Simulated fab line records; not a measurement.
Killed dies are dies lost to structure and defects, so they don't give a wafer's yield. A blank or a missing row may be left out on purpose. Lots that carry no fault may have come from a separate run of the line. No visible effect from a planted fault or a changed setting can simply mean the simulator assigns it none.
A struck lot beside a sound one || flow n5_finfet || 39 out of 1938 route steps
Sound: these wafers, L575.2, L575.4, L575.6. Struck: wafers L583.1, L583.5 (left out: L583.3, a lot-mate that was not struck); the cause follows at the end.
Order at every step that has rows: each side's tool, ch and its chambers, its first start. Under that, the readings that differ: sound wafers || struck wafers || difference of the means || sigmas: that difference in standard deviations of wafers without a fault.
alike: readings whose means differ by less than 2 such deviations, and words and numbers that are the same on both sides. not compared: withheld readings, readings that some wafer has no value for, bounds like >300 that may hide the same value, and numbers for which the record gives no deviation and whose values overlap.
The two part at a step that has a row with sigmas, a row that says differs or no value, or rows on one side only. Non-overlapping numbers with no deviation appear without sigmas and do not part them. A reading that every wafer of one side lacks parts them only if that side has two wafers or more.

first, 10 steps without rows for these wafers: N5_MOL_CONTACT_COAG_DESCUM_88 (chemistry O2, time 7 s); N5_MOL_CONTACT_COAG_ETCH_89 (etches underlayer in N2/H2, target depth 13 nm, time 10.4 s); N5_MOL_CONTACT_COAG_ETCH_90 (etches SiARC in CF4, target depth 13 nm, time 21.7 s); N5_MOL_CONTACT_COAG_ALD_131 (deposits SiO2, target thk 5 nm, pulse time 1 s, co reactant pulse time 1 s); N5_MOL_CONTACT_COAG_ETCHBACK_132 (etches SiO2 in CHF3, target depth 10 nm, time 6.7 s); N5_MOL_CONTACT_COAG_ETCH_91 (etches SOC in N2/H2, target depth 60 nm, overetch 21 nm, time 101.2 s); N5_MOL_CONTACT_COAG_STRIP_92 (strips in N2/H2); N5_MOL_CONTACT_COAG_STRIP_93 (strips in N2/H2); N5_MOL_CONTACT_COAG_ETCHBACK_135 (etches SiO2 in CHF3, target depth 25 nm, time 16.7 s); N5_MOL_CONTACT_COAG_STRIP_118 (strips in CHF3).
N5_MOL_CONTACT_COAG_VIA_ETCH_46: etches SiO2 in C4F6/O2, target depth 46 nm, overetch 9.2 nm, time 40 s.
  sound on rie_diel-04 ch 0,2, day 5 19:43; struck on rie_diel-04 ch 2, day 8 00:29
{"reading": "model.etch.depth_nm (nm)", "sound": "46 46.58 46.7", "struck": "41.24 40.87", "difference": -5.37, "sigmas": ""}
{"reading": "model.SOC_of_MOL_CONTACT_COAG_COAT_75.thk_nm (nm)", "sound": "50.6 50.6 50.8", "struck": "52.2 52.4", "difference": "+1.6", "sigmas": ""}
  alike: bias_w, drypump_motor_current_A, oes_product_au, rf_vpp_V, showerhead_plenum_p_Torr, throttle_valve_pct
  not compared: rf_hours_counter_h
then, 1 step without rows for these wafers: N5_MOL_CONTACT_COAG_STRIP_96 (strips in N2/H2).
N5_MOL_CONTACT_COAG_ETCH_47: etches SiNx in CH3F/O2, stops on W, target depth 27 nm.
  sound on rie_diel-04 ch 0,2, day 5 19:49; struck on rie_diel-04 ch 2, day 8 00:36
{"reading": "oes_product_au (a.u.)", "sound": "0.78 0.77 0.62", "struck": "0.39 0.35", "difference": -0.35, "sigmas": -5}
{"reading": "model.etch.over_etch_s (s)", "sound": "5.069 5.034 5.186", "struck": "5.228 5.202", "difference": "+0.119", "sigmas": ""}
  alike: bias_w, drypump_motor_current_A, etch_rf_on_time_s, rf_vpp_V, showerhead_plenum_p_Torr, throttle_valve_pct
  not compared: rf_hours_counter_h
then, 23 steps without rows for these wafers: N5_MOL_CONTACT_COAG_STRIP_119 (strips in N2/H2, time 30 s); N5_MOL_CONTACT_COAG_PRECLEAN_144 (cleans in alkaline clean, time 60 s); N5_MOL_CONTACT_COAG_SRD_145 (time 30 s); N5_MOL_CONTACT_COAG_COAT_62 (time 60 s, resist thk 60 nm); N5_MOL_CONTACT_COAG_COAT_63 (time 60 s, resist thk 10 nm); N5_MOL_CONTACT_COAG_COAT_64 (time 60 s, resist thk 10 nm); N5_MOL_CONTACT_COAG_COAT_34 (resist thk 40 nm); N5_MOL_CONTACT_COAG_EBR_36; N5_MOL_CONTACT_COAG_SOFTBAKE_35 (time 60 s); N5_MOL_CONTACT_COAG_EXPOSE_37 (exposes mask VD, defocus 0 nm); N5_MOL_CONTACT_COAG_PEB_38 (peb time 60 s); N5_MOL_CONTACT_COAG_DEVELOP_39 (develop time 30 s); N5_MOL_CONTACT_COAG_DESCUM_45 (chemistry O2, time 7 s); N5_MOL_CONTACT_COAG_ETCH_65 (etches underlayer in N2/H2, target depth 13 nm, time 10.4 s); N5_MOL_CONTACT_COAG_ETCH_66 (etches SiARC in CF4, target depth 13 nm, time 21.7 s); N5_MOL_CONTACT_COAG_ALD_133 (deposits SiO2, target thk 5 nm, pulse time 1 s, co reactant pulse time 1 s); N5_MOL_CONTACT_COAG_ETCHBACK_134 (etches SiO2 in CHF3, target depth 10 nm, time 6.7 s); N5_MOL_CONTACT_COAG_ETCH_67 (etches SOC in N2/H2, target depth 60 nm, overetch 21 nm, time 101.2 s); N5_MOL_CONTACT_COAG_STRIP_68 (strips in N2/H2); N5_MOL_CONTACT_COAG_STRIP_69 (strips in N2/H2); N5_MOL_CONTACT_COAG_ETCHBACK_136 (etches SiO2 in CHF3, target depth 25 nm, time 16.7 s); N5_MOL_CONTACT_COAG_STRIP_120 (strips in CHF3); N5_MOL_CONTACT_COAG_VIA_ETCH_117 (etches SiO2 in C4F6/O2, target depth 40 nm, overetch 8 nm, time 26 s).
N5_MOL_CONTACT_COAG_ETCH_124: etches SiNx in CH3F/O2, stops on SiOC, target depth 6.5 nm.
  sound on rie_diel-04 ch 0,3, day 5 21:51; struck on rie_diel-04 ch 2,3, day 8 02:05
{"reading": "oes_product_au (a.u.)", "sound": "0.59 0.60 0.75", "struck": "0.38 0.34", "difference": -0.29, "sigmas": -5}
  alike: bias_w, drypump_motor_current_A, rf_vpp_V, showerhead_plenum_p_Torr, throttle_valve_pct
  not compared: rf_hours_counter_h
N5_BEOL_M4_RC_MEAS_101:
  the record has rows for the sound wafers here (prober-02 ch 0, day 8 05:14) and none for the struck ones
-- the record jumps here: 6 days lie between the struck wafers' starts before and after (it left off in module BEOL_M4 and takes up again in module PASSIVATION, whose first step shown is number 1936 of the route) --
N5_PASSIVATION_PROBE_49:
  only the struck wafers here have rows in the record (prober-02, day 14 11:53); the sound ones have none

WHERE THEY PART
At N5_MOL_CONTACT_COAG_ETCH_47 first; at N5_PASSIVATION_PROBE_49 last (within this record only).

WHY: what had been put in by the simulator
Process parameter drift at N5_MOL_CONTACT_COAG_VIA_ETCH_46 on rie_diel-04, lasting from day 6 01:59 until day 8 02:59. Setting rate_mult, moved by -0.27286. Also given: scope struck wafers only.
